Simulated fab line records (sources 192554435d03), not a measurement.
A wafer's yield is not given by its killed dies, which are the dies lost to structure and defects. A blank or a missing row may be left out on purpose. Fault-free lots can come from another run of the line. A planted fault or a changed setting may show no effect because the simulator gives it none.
Matching of chambers | flow n5_finfet | N5_BEOL_M3_PRE_CLEAN_60 on cvd_co-02: 3 sister chambers
The step time 15 s. 14 wafers are shown with their chamber, then 7 later ones without.

== EACH WAFER AND ITS CHAMBER ==
wafer  | chamber | heater_power_w (W)
L991.2 | 0       | 68
L991.3 | 1       | 115
L991.4 | 0       | 69
L992.1 | 0       | 69
L992.4 | 0       | 71
L992.5 | 2       | 115
L998.3 | 1       | 116
L998.5 | 1       | 119
L998.6 | 0       | 68
L107.2 | 0       | 70
L107.3 | 2       | 114
L107.6 | 1       | 119
L110.1 | 0       | 71
L110.5 | 1       | 120

SIGNATURES (means of the wafers above)
reading        | chamber 0 | chamber 1 | chamber 2 | scatter within a chamber
heater_power_w | 69.43     | 117.80    | 114.50    | 1.62
Rule: a wafer's distance from a chamber is the root of the sum, over the readings, of the square of ((its reading less the chamber's mean) divided by the reading's scatter). The wafer belongs to the nearest chamber; if the next one is less than 2 further off, it can't be placed. The scatter is the square root of a quotient: the sum, over the shown wafers, of each reading's squared deviation from its chamber's mean, divided by wafers minus chambers.

== WAFERS WITH NO CHAMBER GIVEN ==
wafer  | heater_power_w (W)
L110.6 | 70
L112.2 | 118
L112.4 | 120
L112.5 | 117
L113.1 | 117
L113.3 | 69
L113.6 | 72

== WHICH CHAMBER EACH ONE RAN IN ==
wafer  | from the rows above     | in truth
L110.6 | 0                       | 0
L112.2 | 1                       | 1
L112.4 | 1                       | 1
L112.5 | can't be placed: 1 or 2 | 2
L113.1 | can't be placed: 1 or 2 | 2
L113.3 | 0                       | 0
L113.6 | 0                       | 0
5 of 7 placed correctly. Not placeable from these rows: 2 (in 2, the candidates include the true chamber). 0 placed wrongly.
